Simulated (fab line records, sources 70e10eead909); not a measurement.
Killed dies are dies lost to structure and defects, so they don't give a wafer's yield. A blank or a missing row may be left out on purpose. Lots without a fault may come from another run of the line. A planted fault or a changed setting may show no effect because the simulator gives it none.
fab line records | flow nand_harc | part 1 of 2: steps 1 to 4 of 6
record lots=21 wafers=63 last_day=24
route steps=1159 shown A_CHANNEL_HOLE_D1@483 A_CHANNEL_FILL_D1@517 A_STAIRCASE@530
lots that met no fault: from a run of the same line without faults
start_h: hours from the record's first day to the start of the lot's first wafer shown | wait_h: hours since the lot's step before | " the same as in the row above | L1.1+2: a row that stands for several wafers | - no value, or no start given | * or withheld: withheld | < > ~ a bound
route shown NAME@n: a module of which the file shows steps, and the number in the route of the first | usual: mean/standard deviation of fault-free wafers | same: alike in all rows | chamber/n: place in a boat | sites: the reading at each site | _std_site: their standard deviation | _edge_site: outer sites' mean less inner sites' | radius_mm: how far each site lies from the wafer's centre | mask NAME#n: copy n | behind: the tool/chamber that last shaped the wafer | hold: why the lot was held/for how many hours/how that ended | device: the transistor (n, p or np) that didn't switch | end of line: the same wafers' tests at the end of the route | a step without rows: its recipe alone | killed: dies lost to structure and defects at the first sort, not the wafer's yield | map: a wafer's dies, x killed, . not, _ none there
set.NAME: the setting as run; set.NAME@STEP: as run at that earlier step | model.NAME: the simulator's own value behind a step, which no gauge read
steps of the route over a sample of lots; a table a step, a row a wafer
services: from which hour (start_h, from the record's first day; less than 0 if before it) a tool's chamber was out of use, for how many hours, and why
## steps
# step NHARC_A_CHANNEL_HOLE_D1_ETCH_44
# recipe target_depth_a=1400 overetch_a=140 time_s=77 ion_energy_ev=100 cf4_flow_sccm=80 o2_flow_sccm=20 ar_flow_sccm=0 rf_w=300 bias_w=100 chemistry=CF4/O2
# usual cf4_flow_sccm=79.96/0.25 chamber_pressure_mTorr=30.002/0.028 drypump_motor_current_A=5.7/0.39 oes_product_au=1.000/0.017 rf_fwd_power_W=297.9/1.2 rf_vpp_V=198.2/1.1 showerhead_plenum_p_Torr=1.35/0.047 throttle_valve_pct=13.397/0.0094
# columns lot.wafer tool chamber start_h wait_h cf4_flow_sccm chamber_pressure_mTorr drypump_motor_current_A oes_product_au rf_fwd_power_W rf_hours_counter_h rf_vpp_V showerhead_plenum_p_Torr throttle_valve_pct
L074.3 rie_diel-06 1 176.21 0.1 79.86 30.002 5.6 1.001 297.9 7 197.3 1.31 13.390
L074.1 " 0 " " 79.97 29.989 5.5 0.977 296.0 6 197.9 1.37 13.401
L074.5 " 2 " " 79.76 30.028 5.2 1.008 297.4 - 199.1 1.40 13.410
L075.1 rie_diel-01 1 189.65 0.1 80.16 29.974 5.5 0.970 299.3 3 197.7 1.34 13.417
L075.4 " 2 " " 80.03 30.035 5.7 1.012 297.4 2 197.6 1.33 13.388
L075.6 " 0 " " 80.08 30.005 6.4 0.989 298.9 - 198.5 1.43 13.396
L076.2 rie_diel-03 1 191.08 0.0 79.77 29.993 4.7 1.012 297.8 10 200.9 1.43 13.388
L076.6 " 1 " " 79.63 29.986 4.7 0.999 295.9 - 200.5 1.43 13.403
L076.5 " 2 " " 80.11 30.011 5.6 0.997 296.8 - 198.2 1.31 13.406
L077.3 rie_diel-06 0 193.83 0.1 79.66 29.984 5.5 0.977 296.2 7 197.4 1.37 13.411
L077.4 " 3 " " 80.17 30.027 5.6 1.022 298.8 7 196.8 1.33 13.398
L077.6 " 1 " " 79.77 30.027 5.6 0.993 295.6 - 198.5 1.31 13.403
L079.2 rie_diel-01 2 199.97 0.1 79.64 29.969 5.7 1.016 297.2 3 198.5 1.33 13.387
L079.3 " 0 " " 80.44 29.981 6.4 0.982 297.5 4 200.1 1.43 13.408
L079.6 " 1 " " 79.73 30.003 5.5 0.969 296.6 - 198.3 1.34 13.397
L081.4 rie_diel-01 0 214.67 0.1 79.87 29.990 6.4 1.000 297.8 5 199.7 1.43 13.394
L081.3 " 1 " " 79.81 30.016 5.6 0.988 296.3 5 198.4 1.34 13.388
L081.2 " 2 " " 79.92 29.980 5.7 1.013 298.4 4 198.4 1.33 13.406
L080.3 rie_diel-06 3 214.86 0.1 80.48 30.034 5.6 1.031 296.9 8 197.4 1.33 13.394
L080.1 " 0 " " 80.21 30.008 5.5 0.997 296.7 8 199.0 1.37 13.401
L080.5 " 3 " " 80.09 30.008 5.6 1.023 297.8 - 196.8 1.33 13.371
L082.2 rie_diel-03 0 228.03 0.0 80.35 30.046 6.0 0.985 297.6 0 199.0 1.38 13.381
L082.3 " 2 " " 79.93 29.961 5.5 0.982 297.4 0 196.5 1.31 13.406
L082.5 " 1 " " 80.44 29.994 4.7 1.008 295.4 - 199.6 1.43 13.395
L083.1 rie_diel-01 2 244.03 0.1 79.56 29.974 5.7 1.024 298.9 7 197.4 1.33 13.411
L083.6 " 3 " " 80.08 30.025 5.8 0.999 298.8 - 198.5 1.33 13.412
L083.5 " 0 " " 79.77 29.998 6.4 1.000 300.1 - 199.5 1.43 13.394
L084.2 rie_diel-03 3 256.30 0.1 79.93 30.013 5.7 0.979 298.6 3 196.6 1.27 13.391
L084.3 " 3 " " 79.72 30.025 5.7 0.984 298.3 - 197.4 1.27 13.416
L084.5 " 3 " " 79.58 29.983 5.7 0.986 298.3 - 197.2 1.27 13.406
L085.1 rie_diel-01 1 256.60 0.1 79.78 30.042 5.5 0.978 297.5 8 198.4 1.34 13.399
L085.4 " 2 " " 80.01 29.973 5.7 1.018 297.6 8 196.4 1.33 13.410
L085.3 " 3 " " 79.79 29.979 5.8 0.998 298.7 9 197.7 1.33 13.397
L088.1 rie_diel-06 2 260.34 0.0 79.47 30.002 5.2 0.992 298.2 1 196.9 1.40 13.409
L088.5 " 2 " " 79.95 29.996 5.2 0.997 299.4 - 198.3 1.40 13.398
L088.6 " 3 " " 79.82 30.032 5.6 1.029 298.1 - 197.6 1.33 13.397
L086.3 rie_diel-03 0 260.90 0.1 80.33 30.065 6.1 1.001 298.3 3 198.4 1.38 13.395
L086.5 " 3 " " 80.13 29.978 5.7 0.991 298.5 - 197.4 1.27 13.397
L086.6 " 0 " " 80.34 30.023 6.0 1.004 299.7 - 198.6 1.38 13.387
L087.1 rie_diel-06 1 264.52 0.1 79.83 30.041 5.7 1.005 298.6 1 196.9 1.31 13.385
L087.2 " 0 " " 79.69 29.980 5.5 0.992 296.4 1 198.8 1.37 13.408
L087.6 " 2 " " 80.06 29.935 5.2 1.014 296.9 - 198.9 1.40 13.389
L090.2 rie_diel-01 1 272.91 0.0 80.18 29.982 5.5 0.977 297.7 9 197.6 1.34 13.399
L090.1 " 0 " " 79.90 30.060 6.4 0.999 298.4 11 199.3 1.43 13.407
L090.6 " 1 " " 80.09 29.996 5.6 0.974 297.8 - 197.5 1.34 13.411
L093.4 rie_diel-01 3 278.76 0.1 79.75 30.018 5.8 1.005 298.5 10 197.6 1.33 13.389
L093.3 " 1 " " 80.15 29.966 5.5 0.976 299.0 9 198.1 1.34 13.398
L093.5 " 2 " " 79.73 30.018 5.7 1.026 297.6 - 197.8 1.33 13.401
L091.4 rie_diel-06 2 279.43 0.0 80.13 30.033 5.2 1.015 299.4 3 198.2 1.40 13.390
L091.1 " 3 " " 80.14 30.034 5.7 1.034 298.1 3 198.7 1.33 13.399
L091.3 " 0 " " 80.22 30.008 5.5 0.996 296.4 3 197.9 1.37 13.400
L092.2 rie_diel-03 1 283.32 0.1 79.98 30.042 4.7 1.003 295.6 2 199.3 1.43 13.395
L092.4 " 2 " " 79.62 29.977 5.6 0.991 297.6 4 197.3 1.31 13.406
L092.5 " 3 " " 79.21 29.959 5.7 0.977 299.6 - 197.5 1.27 13.401
L095.2 rie_diel-06 2 306.30 0.1 80.22 30.000 5.2 1.001 298.3 4 197.8 1.40 13.401
L095.3 " 0 " " 79.68 29.976 5.5 1.000 297.8 4 200.0 1.37 13.406
L095.5 " 1 " " 80.00 30.029 5.6 1.008 299.1 - 196.7 1.31 13.398
L096.1 rie_diel-01 0 307.51 0.1 79.91 30.031 6.4 0.990 299.1 13 198.9 1.43 13.398
L096.3 " 1 " " 79.97 29.991 5.5 0.974 297.8 11 197.6 1.34 13.394
L096.4 " 2 " " 79.88 30.017 5.7 1.031 297.0 11 197.3 1.33 13.408
L094.4 rie_diel-03 3 317.56 0.1 79.83 30.013 5.7 0.989 298.7 9 196.9 1.27 13.402
L094.1 " 0 " " 79.70 30.006 6.1 1.006 299.1 9 198.1 1.38 13.413
L094.5 " 1 " " 80.24 30.016 4.7 0.998 294.5 - 199.5 1.43 13.386
# step NHARC_A_CHANNEL_HOLE_D1_CD_MEAS_30
# usual cd_nm=90.4/1.5
# columns lot.wafer tool chamber start_h wait_h cd_nm
L074.1 cd_sem-02 - 177.00 - 90.2
L074.3 " - " " 90.0
L074.5 " - " " 91.1
L075.1 cd_sem-03 - 190.44 - 89.7
L075.4 " - " " 93.4
L075.6 " - " " 90.1
L076.2 cd_sem-02 - 191.88 - 88.7
L076.5 " - " " 90.1
L076.6 " - " " 90.1
L077.3 cd_sem-03 - 194.62 - 91.6
L077.4 " - " " 90.9
L077.6 " - " " 88.7
L079.2 cd_sem-02 - 200.76 - 89.2
L079.3 " - " " 88.8
L079.6 " - " " 89.7
L081.2 cd_sem-02 - 215.46 - 90.1
L081.3 " - " " 90.7
L081.4 " - " " 91.7
L080.1 cd_sem-01 - 215.65 - 88.9
L080.3 " - " " 89.8
L080.5 " - " " 91.7
L082.2 cd_sem-02 - 228.86 0.1 90.8
L082.3 " - " " 88.9
L082.5 " - " " 91.4
L083.1 cd_sem-01 - 244.93 - 89.6
L083.5 " - " " 91.5
L083.6 " - " " 92.6
L085.1 cd_sem-01 - 257.39 - 90.0
L085.3 " - " " 89.4
L085.4 " - " " 91.2
L084.2 cd_sem-02 - 257.47 - 88.0
L084.3 " - " " 88.3
L084.5 " - " " 89.2
L088.1 cd_sem-03 - 261.14 - 90.7
L088.5 " - " " 89.4
L088.6 " - " " 94.1
L086.3 cd_sem-01 - 261.82 - 91.2
L086.5 " - " " 89.1
L086.6 " - " " 91.2
L087.1 cd_sem-03 - 265.32 - 93.3
L087.2 " - " " 89.5
L087.6 " - " " 89.5
L090.1 cd_sem-02 - 273.72 - 87.1
L090.2 " - " " 91.8
L090.6 " - " " 91.4
L093.3 cd_sem-03 - 279.56 - 91.6
L093.4 " - " " 91.6
L093.5 " - " " 88.3
L091.1 cd_sem-03 - 280.23 - 89.8
L091.3 " - " " 91.5
L091.4 " - " " 88.7
L092.2 cd_sem-02 - 284.11 - 93.7
L092.4 " - " " 91.0
L092.5 " - " " 91.0
L095.2 cd_sem-02 - 307.12 - 90.4
L095.3 " - " " 89.6
L095.5 " - " " 89.5
L096.1 cd_sem-01 - 308.30 - 92.0
L096.3 " - " " 93.6
L096.4 " - " " 92.2
L094.1 cd_sem-02 - 318.33 - 90.9
L094.4 " - " " 90.7
L094.5 " - " " 90.9
# step NHARC_A_CHANNEL_FILL_D1_RTA_24
# recipe temp_c=1000 time_s=5
# usual anneal_temp_c_max=1004.5/0.88 lamp_power_pct=28.3/2.8 wafer_temp_C_max=1005.0/1
# columns lot.wafer tool chamber start_h wait_h anneal_temp_c_max lamp_power_pct wafer_temp_C_max
L074.1 rtp_anneal-02 0 230.46 0.0 1004.6 25.3 1005.0
L074.3 " 0 " " 1004.9 25.3 1006.6
L074.5 " 0 " " 1003.3 25.3 1004.4
L076.2 rtp_anneal-01 0 241.85 0.1 1004.2 30.9 1003.9
L076.5 " 0 " " 1004.0 30.8 1007.1
L076.6 " 0 " " 1003.8 30.9 1004.5
L077.3 rtp_anneal-02 0 241.88 0.1 1004.5 25.3 1003.8
L077.4 " 0 " " 1004.4 25.3 1004.6
L077.6 " 0 " " 1005.5 25.3 1005.5
L075.1 rtp_anneal-01 0 245.54 0.0 1004.8 30.9 1004.5
L075.4 " 0 " " 1005.3 31.0 1005.5
L075.6 " 0 " " 1005.3 30.9 1006.0
L079.2 rtp_anneal-01 0 248.83 0.1 1005.8 30.9 1006.1
L079.3 " 0 " " 1003.7 30.9 1005.8
L079.6 " 0 " " 1003.4 30.9 1006.5
L080.1 rtp_anneal-01 0 264.10 0.0 1004.0 30.8 1003.9
L080.3 " 0 " " 1004.2 30.9 1006.5
L080.5 " 0 " " 1003.7 30.8 1008.5
L081.2 rtp_anneal-02 0 264.13 0.1 1005.8 25.3 1004.3
L081.3 " 0 " " 1004.3 25.3 1004.3
L081.4 " 0 " " 1004.1 25.3 1005.5
L082.2 rtp_anneal-01 0 276.66 0.1 1003.8 30.9 1005.3
L082.3 " 0 " " 1003.7 30.8 1004.7
L082.5 " 0 " " 1004.7 30.9 1005.0
L083.1 rtp_anneal-01 0 295.14 0.0 1004.7 30.9 1006.0
L083.5 " 0 " " 1004.8 30.8 1005.3
L083.6 " 0 " " 1004.4 30.9 1004.8
L086.3 rtp_anneal-01 0 308.84 0.3 1004.3 30.8 1006.6
L086.5 " 0 " " 1004.1 30.9 1005.5
L086.6 " 0 " " 1002.4 30.9 1003.7
L084.2 rtp_anneal-01 0 308.98 0.5 1004.9 30.9 1005.6
L084.3 " 0 " " 1003.3 30.8 1003.3
L084.5 " 0 " " 1003.7 30.9 1005.1
L088.1 rtp_anneal-01 0 309.12 0.6 1006.1 30.8 1006.8
L088.5 " 0 " " 1004.4 30.9 1004.4
L088.6 " 0 " " 1005.1 30.8 1003.9
L085.1 rtp_anneal-01 0 312.40 0.0 1003.5 30.9 1005.0
L085.3 " 0 " " 1003.8 30.9 1004.5
L085.4 " 0 " " 1004.0 30.9 1003.8
L087.1 rtp_anneal-02 0 315.50 0.0 1004.3 25.3 1007.0
L087.2 " 0 " " 1005.0 25.3 1006.0
L087.6 " 0 " " 1004.3 25.2 1004.9
L090.1 rtp_anneal-02 0 321.81 0.2 1003.8 25.3 1005.4
L090.2 " 0 " " 1003.2 25.3 1004.8
L090.6 " 0 " " 1004.3 25.3 1005.8
L091.1 rtp_anneal-01 0 328.80 0.0 1003.6 30.9 1005.2
L091.3 " 0 " " 1003.3 30.9 1007.5
L091.4 " 0 " " 1004.7 30.9 1006.4
L093.3 rtp_anneal-01 0 329.03 0.2 1004.8 30.9 1005.7
L093.4 " 0 " " 1005.7 30.8 1006.8
L093.5 " 0 " " 1003.7 30.9 1005.2
L092.2 rtp_anneal-01 0 332.41 0.1 1003.3 30.9 1003.2
L092.4 " 0 " " 1004.3 30.9 1005.0
L092.5 " 0 " " 1003.3 30.8 1003.9
L095.2 rtp_anneal-02 0 355.28 0.1 1004.5 25.3 1004.3
L095.3 " 0 " " 1004.1 25.4 1005.1
L095.5 " 0 " " 1004.0 25.3 1005.2
L096.1 rtp_anneal-02 0 358.96 0.2 1004.0 25.3 1004.2
L096.3 " 0 " " 1004.8 25.3 1004.1
L096.4 " 0 " " 1003.9 25.3 1004.9
L094.1 rtp_anneal-02 0 364.73 0.0 1004.2 25.3 1003.8
L094.4 " 0 " " 1006.7 25.4 1004.2
L094.5 " 0 " " 1003.9 25.3 1003.9
# step NHARC_A_STAIRCASE_DESCUM_168
# recipe time_s=3 o2_flow_sccm=200 ar_flow_sccm=0 bias_power_w=0 chemistry=O2
# usual chamber_pressure_mTorr=60.00/0.056 drypump_motor_current_A=6.0/0.32 oes_product_au=1.005/0.015 rf_vpp_V=57.8/0.89 showerhead_plenum_p_Torr=1.94/0.072 throttle_valve_pct=11.310/0.0083
# columns lot.wafer tool chamber start_h wait_h chamber_pressure_mTorr drypump_motor_current_A oes_product_au rf_hours_counter_h rf_vpp_V showerhead_plenum_p_Torr throttle_valve_pct
L074.3 rie_diel-13 2 231.59 - 60.06 6.0 1.002 44 59.1 2.02 11.317
L074.1 " 0 " " 59.84 5.6 0.979 49 59.3 2.06 11.302
L074.5 " 2 " " 60.02 6.0 0.996 - 58.5 2.02 11.312
L076.2 rie_diel-13 2 243.10 - 60.00 6.0 1.011 47 59.1 2.02 11.318
L076.6 " 0 " " 59.91 5.6 0.989 - 57.6 2.06 11.310
L076.5 " 1 " " 59.97 5.6 0.998 - 57.3 2.02 11.323
L077.3 rie_diel-11 0 243.23 - 60.00 5.4 1.020 19 57.7 1.80 11.323
L077.4 " 2 " " 59.98 6.4 0.995 18 56.6 1.98 11.304
L077.6 " 0 " " 60.02 5.4 1.015 - 56.5 1.80 11.317
L075.4 rie_diel-13 0 247.34 - 59.99 5.7 0.984 56 59.0 2.06 11.309
L075.1 " 2 " " 59.91 6.0 1.006 49 59.6 2.02 11.301
L075.6 " 3 " " 59.86 5.6 0.991 - 59.6 2.02 11.298
L079.2 rie_diel-11 2 250.06 - 59.98 6.5 1.004 21 58.6 1.98 11.321
L079.3 " 3 " " 59.99 5.9 0.988 22 57.7 1.91 11.311
L079.6 " 0 " " 59.98 5.4 1.015 - 56.7 1.80 11.311
L081.3 rie_diel-11 2 265.22 - 60.05 6.5 1.015 27 57.7 1.98 11.310
L081.4 " 3 " " 60.03 5.9 0.976 28 58.1 1.91 11.310
L081.2 " 1 " " 60.06 6.3 1.009 26 58.7 2.00 11.314
L080.3 rie_diel-07 3 265.38 - 60.06 5.8 0.984 12 58.6 1.95 11.303
L080.1 " 2 " " 60.07 5.9 1.027 11 57.8 1.92 11.317
L080.5 " 0 " " 60.04 6.3 0.997 - 57.2 1.89 11.299
L082.3 rie_diel-11 0 277.92 - 59.95 5.4 1.021 33 58.3 1.79 11.305
L082.2 " 3 " " 60.04 5.9 0.996 34 58.2 1.91 11.315
L082.5 " 1 " " 60.00 6.3 1.023 - 58.4 2.00 11.304
L083.1 rie_diel-07 2 297.00 - 60.02 5.9 1.019 17 56.0 1.92 11.314
L083.6 " 0 " " 60.04 6.3 1.002 - 58.6 1.89 11.311
L083.5 " 1 " " 60.01 6.0 0.999 - 57.8 1.92 11.314
L086.3 rie_diel-07 0 309.96 - 60.05 6.4 0.994 23 58.7 1.89 11.306
L086.6 " 2 " " 59.95 5.9 1.026 - 60.2 1.92 11.308
L086.5 " 3 " " 59.90 5.8 1.001 - 56.9 1.95 11.309
L084.2 rie_diel-07 0 310.22 - 60.06 6.3 0.995 23 58.0 1.89 11.321
L084.3 " 1 " " 59.98 6.0 0.991 24 58.0 1.92 11.305
L084.5 " 2 " " 59.98 5.9 1.029 - 56.4 1.92 11.328
L088.1 rie_diel-13 3 310.37 - 59.99 5.6 0.990 7 58.4 2.02 11.292
L088.6 " 2 " " 59.99 6.0 1.031 - 57.2 2.01 11.310
L088.5 " 3 " " 59.98 5.6 0.996 - 57.5 2.02 11.317
L085.4 rie_diel-11 1 313.64 - 60.09 6.3 1.022 43 57.7 1.99 11.306
L085.3 " 2 " " 60.04 6.5 1.005 42 56.4 1.97 11.310
L085.1 " 3 " " 59.94 5.9 0.993 42 56.8 1.90 11.305
L087.2 rie_diel-11 2 316.64 - 59.97 6.5 1.003 44 57.0 1.97 11.317
L087.1 " 0 " " 59.97 5.4 1.025 46 56.9 1.79 11.303
L087.6 " 2 " " 59.93 6.4 0.998 - 58.3 1.97 11.306
L090.2 rie_diel-07 2 323.08 - 59.94 5.8 1.029 26 58.0 1.91 11.311
L090.1 " 3 " " 60.07 5.8 1.006 30 57.9 1.95 11.311
L090.6 " 0 " " 60.10 6.3 0.992 - 58.5 1.88 11.323
L091.3 rie_diel-11 0 330.05 - 59.94 5.4 1.022 53 57.1 1.79 11.311
L091.4 " 2 " " 60.10 6.5 1.005 51 58.2 1.97 11.314
L091.1 " 3 " " 60.03 5.9 0.993 50 57.8 1.90 11.300
L093.4 rie_diel-07 0 330.36 - 60.10 6.3 0.996 33 58.0 1.88 11.320
L093.3 " 1 " " 60.02 6.0 0.989 35 57.7 1.92 11.304
L093.5 " 0 " " 60.04 6.3 1.001 - 55.6 1.88 11.302
L092.2 rie_diel-13 3 333.64 - 59.98 5.6 0.995 18 56.7 2.01 11.318
L092.4 " 2 " " 60.05 6.0 1.026 17 58.1 2.01 11.317
L092.5 " 3 " " 60.04 5.6 0.996 - 57.6 2.01 11.304
L095.3 rie_diel-11 3 356.51 - 60.00 5.9 0.978 61 56.2 1.90 11.314
L095.2 " 0 " " 60.00 5.4 1.027 63 57.2 1.78 11.299
L095.5 " 0 " " 59.97 5.4 1.025 - 57.9 1.78 11.294
L096.4 rie_diel-11 1 360.21 - 60.00 6.3 1.024 63 56.7 1.99 11.311
L096.3 " 2 " " 59.99 6.5 1.005 60 57.3 1.96 11.311
L096.1 " 3 " " 60.02 5.9 0.984 63 58.2 1.90 11.307
L094.1 rie_diel-07 0 365.98 - 60.00 6.3 1.006 43 56.9 1.88 11.305
L094.4 " 1 " " 59.91 6.1 0.997 44 58.3 1.91 11.310
L094.5 " 3 " " 59.94 5.8 1.012 - 57.3 1.94 11.298
